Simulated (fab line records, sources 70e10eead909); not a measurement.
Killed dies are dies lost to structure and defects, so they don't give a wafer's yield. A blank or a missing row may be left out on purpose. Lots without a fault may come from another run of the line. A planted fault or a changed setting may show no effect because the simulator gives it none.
Which tool did it? | flow nand_harc | 14 lots, 39 wafers sampled, at 4 steps of a route of 1159

WHAT THE GAUGES READ, wafer by wafer
The record holds no reading of a measuring or inspecting step that can be judged against a usual standard deviation.

WHICH TOOL RAN EACH LOT (tool, then ch and the chambers of the sampled wafers, then the start)
lot  | NHARC_A_SLIT_DEP_23             | NHARC_A_WL_FILL_CVD_03        | NHARC_A_WL_FILL_STRIP_29           | NHARC_A_WL_FILL_ETCHBACK_17
L225 | pecvd-01 ch 0,1,2, day 14 14:09 | cvd_w-01 ch 0, day 15 03:47   | rie_diel-11 ch 0,1,2, day 15 20:55 | rie_metal-01 ch 0,1, day 15 21:00
L226 | pecvd-02 ch 0,1,2, day 14 14:24 | cvd_w-02 ch 0,1, day 15 05:14 | rie_diel-06 ch 0,1,3, day 15 20:32 | rie_metal-02 ch 0,1, day 15 20:38
L229 | pecvd-03 ch 1,2, day 14 22:47   | cvd_w-01 ch 0,1, day 15 12:25 | rie_diel-11 ch 0,2,3, day 16 02:04 | rie_metal-02 ch 0,1, day 16 02:10
L227 | pecvd-01 ch 0,2, day 15 13:00   | cvd_w-01 ch 0,1, day 16 01:44 | rie_diel-06 ch 2,3, day 16 17:53   | rie_metal-03 ch 0,1, day 16 17:58
L231 | pecvd-03 ch 1,2, day 16 06:58   | cvd_w-01 ch 0,1, day 17 01:31 | rie_diel-11 ch 0,2, day 17 14:38   | rie_metal-03 ch 0, day 17 14:44
L234 | pecvd-03 ch 1, day 16 10:34     | cvd_w-02 ch 1, day 17 09:59   | rie_diel-10 ch 0,2, day 17 23:37   | rie_metal-03 ch 0,1, day 17 23:41
L238 | pecvd-02 ch 0,1,2, day 17 11:52 | cvd_w-02 ch 1, day 18 01:10   | rie_diel-11 ch 0,1, day 18 14:34   | rie_metal-02 ch 0,1, day 18 14:39
L237 | pecvd-02 ch 0,1, day 18 00:43   | cvd_w-02 ch 0,1, day 18 14:37 | rie_diel-06 ch 1,2, day 19 05:34   | rie_metal-03 ch 0, day 19 05:38
L243 | pecvd-02 ch 0,1,2, day 18 09:28 | cvd_w-01 ch 0,1, day 19 04:13 | rie_diel-06 ch 0,2,3, day 19 15:07 | rie_metal-02 ch 0,1, day 19 15:11
L242 | pecvd-02 ch 0,1,2, day 18 11:30 | cvd_w-02 ch 0,1, day 19 02:07 | rie_diel-06 ch 0,2,3, day 19 15:04 | rie_metal-01 ch 0,1, day 19 15:10
L246 | pecvd-03 ch 0,1,2, day 19 07:02 | cvd_w-02 ch 0,1, day 20 01:56 | rie_diel-06 ch 1,2,3, day 20 18:02 | rie_metal-01 ch 0,1, day 20 18:09
L247 | pecvd-02 ch 0,1,2, day 19 07:51 | cvd_w-01 ch 0,1, day 20 05:13 | rie_diel-10 ch 0,1,2, day 20 19:04 | rie_metal-02 ch 0,1, day 20 19:08
L244 | pecvd-02 ch 0,1,2, day 19 09:02 | cvd_w-02 ch 0,1, day 20 07:05 | rie_diel-11 ch 1,3, day 20 19:13   | rie_metal-01 ch 0,1, day 20 19:19
L248 | pecvd-01 ch 0,2, day 20 04:19   | cvd_w-02 ch 0,1, day 20 21:04 | rie_diel-06 ch 2,3, day 21 07:45   | rie_metal-03 ch 0,1, day 21 07:52
- NHARC_A_SLIT_DEP_23: deposits SiON, target thk 100 nm.
- NHARC_A_WL_FILL_CVD_03: deposits W, target thk 40 nm, time 3302 s.
- NHARC_A_WL_FILL_STRIP_29: strips in O2, time 20 s.
- NHARC_A_WL_FILL_ETCHBACK_17: etches the open film in Cl2/BCl3, target depth 4 nm, time 26.7 s.

WHAT THE TOOLS THEMSELVES READ (means of the sampled wafers that have a number; where no wafer has one, the mark that the record gives instead)
NHARC_A_SLIT_DEP_23.
lot  | tool     | heater_power_w (W)
L225 | pecvd-01 | 730
L226 | pecvd-02 | 696
L229 | pecvd-03 | 802
L227 | pecvd-01 | 710
L231 | pecvd-03 | 736
L234 | pecvd-03 | 795
L238 | pecvd-02 | 667
L237 | pecvd-02 | 758
L243 | pecvd-02 | 740
L242 | pecvd-02 | 691
L246 | pecvd-03 | 741
L247 | pecvd-02 | 712
L244 | pecvd-02 | 743
L248 | pecvd-01 | 667

NHARC_A_WL_FILL_CVD_03.
lot  | tool     | heater_power_w (W) | throttle_valve_pct (%)
L225 | cvd_w-01 | 499                | 7.5
L226 | cvd_w-02 | 518                | 7.7
L229 | cvd_w-01 | 541                | 8.0
L227 | cvd_w-01 | 518                | 7.8
L231 | cvd_w-01 | 530                | 8.2
L234 | cvd_w-02 | 574                | 7.3
L238 | cvd_w-02 | 575                | 7.1
L237 | cvd_w-02 | 472                | 7.5
L243 | cvd_w-01 | 542                | 8.3
L242 | cvd_w-02 | 438                | 7.5
L246 | cvd_w-02 | 511                | 7.6
L247 | cvd_w-01 | 540                | 8.6
L244 | cvd_w-02 | 439                | 7.5
L248 | cvd_w-02 | 443                | 7.6

NHARC_A_WL_FILL_STRIP_29.
lot  | tool        | drypump_motor_current_A (A) | oes_product_au (a.u.) | rf_vpp_V (V) | showerhead_plenum_p_Torr (Torr) | throttle_valve_pct (%)
L225 | rie_diel-11 | 5.9                         | 1.009                 | 56.9         | 3.51                            | 17.034
L226 | rie_diel-06 | 5.9                         | 0.995                 | 57.9         | 3.51                            | 17.036
L229 | rie_diel-11 | 5.8                         | 1.004                 | 58.5         | 3.57                            | 17.042
L227 | rie_diel-06 | 5.8                         | 1.014                 | 58.7         | 3.74                            | 17.031
L231 | rie_diel-11 | 6.0                         | 1.010                 | 57.2         | 3.49                            | 17.041
L234 | rie_diel-10 | 6.3                         | 0.995                 | 57.8         | 3.64                            | 17.037
L238 | rie_diel-11 | 6.1                         | 1.011                 | 57.7         | 3.55                            | 17.032
L237 | rie_diel-06 | 6.1                         | 1.011                 | 57.3         | 3.55                            | 17.029
L243 | rie_diel-06 | 6.2                         | 1.003                 | 58.3         | 3.66                            | 17.029
L242 | rie_diel-06 | 6.2                         | 1.000                 | 58.5         | 3.66                            | 17.043
L246 | rie_diel-06 | 5.8                         | 1.022                 | 57.3         | 3.61                            | 17.039
L247 | rie_diel-10 | 5.9                         | 0.997                 | 57.8         | 3.55                            | 17.036
L244 | rie_diel-11 | 5.6                         | 0.990                 | 57.4         | 3.61                            | 17.039
L248 | rie_diel-06 | 6.2                         | 1.011                 | 57.8         | 3.76                            | 17.040

NHARC_A_WL_FILL_ETCHBACK_17.
lot  | tool         | drypump_motor_current_A (A) | oes_product_au (a.u.) | run_length_s (s)
L225 | rie_metal-01 | 5.7                         | 1.009                 | 47.9
L226 | rie_metal-02 | 4.8                         | 1.003                 | 48.5
L229 | rie_metal-02 | 4.9                         | 0.998                 | 48.4
L227 | rie_metal-03 | 5.4                         | 0.984                 | 48.3
L231 | rie_metal-03 | 5.1                         | 0.999                 | 44.8
L234 | rie_metal-03 | 5.3                         | 0.994                 | 44.2
L238 | rie_metal-02 | 4.9                         | 0.992                 | 48.3
L237 | rie_metal-03 | 5.1                         | 0.986                 | 44.3
L243 | rie_metal-02 | 4.9                         | 1.004                 | 48.4
L242 | rie_metal-01 | 5.6                         | 0.993                 | 48.2
L246 | rie_metal-01 | 5.7                         | 1.005                 | 48.2
L247 | rie_metal-02 | 4.9                         | 1.001                 | 48.5
L244 | rie_metal-01 | 5.8                         | 0.988                 | 47.7
L248 | rie_metal-03 | 5.4                         | 0.977                 | 47.9

THE ANSWER, worked out from the rows above alone
Rule: what is usual is taken from the lots themselves. Put in order of their means at a reading, lots are off if they are a third of the lots or fewer, leave a main group of 4 or more, and stand apart from it by a gap of 3 or more times the standard deviation of the main group's means; of several such gaps the widest counts. A main group whose means are all the same, to the digits that the tables above print for the reading, isn't used. A lot without any number at a reading at which 4 lots or more have one is off too. The other lots that the step has rows for count as sound. The gauges are gone through in route order, then the tools' own readings, and for those a lot's mean is taken as printed above. The first step at which some lot is off is used, and at that step the reading that is off furthest; a lot without a number counts as furthest.
Off: L231, L234, L237, at NHARC_A_WL_FILL_ETCHBACK_17 (run_length_s). The main group: mean 48.2 s, standard deviation 0.25.
A tool fits if, at that step or a process step before it, it ran every lot that is off, and no sound lot after the first of them. None of those tried fits.

WHAT THE SIMULATOR HAD PUT IN
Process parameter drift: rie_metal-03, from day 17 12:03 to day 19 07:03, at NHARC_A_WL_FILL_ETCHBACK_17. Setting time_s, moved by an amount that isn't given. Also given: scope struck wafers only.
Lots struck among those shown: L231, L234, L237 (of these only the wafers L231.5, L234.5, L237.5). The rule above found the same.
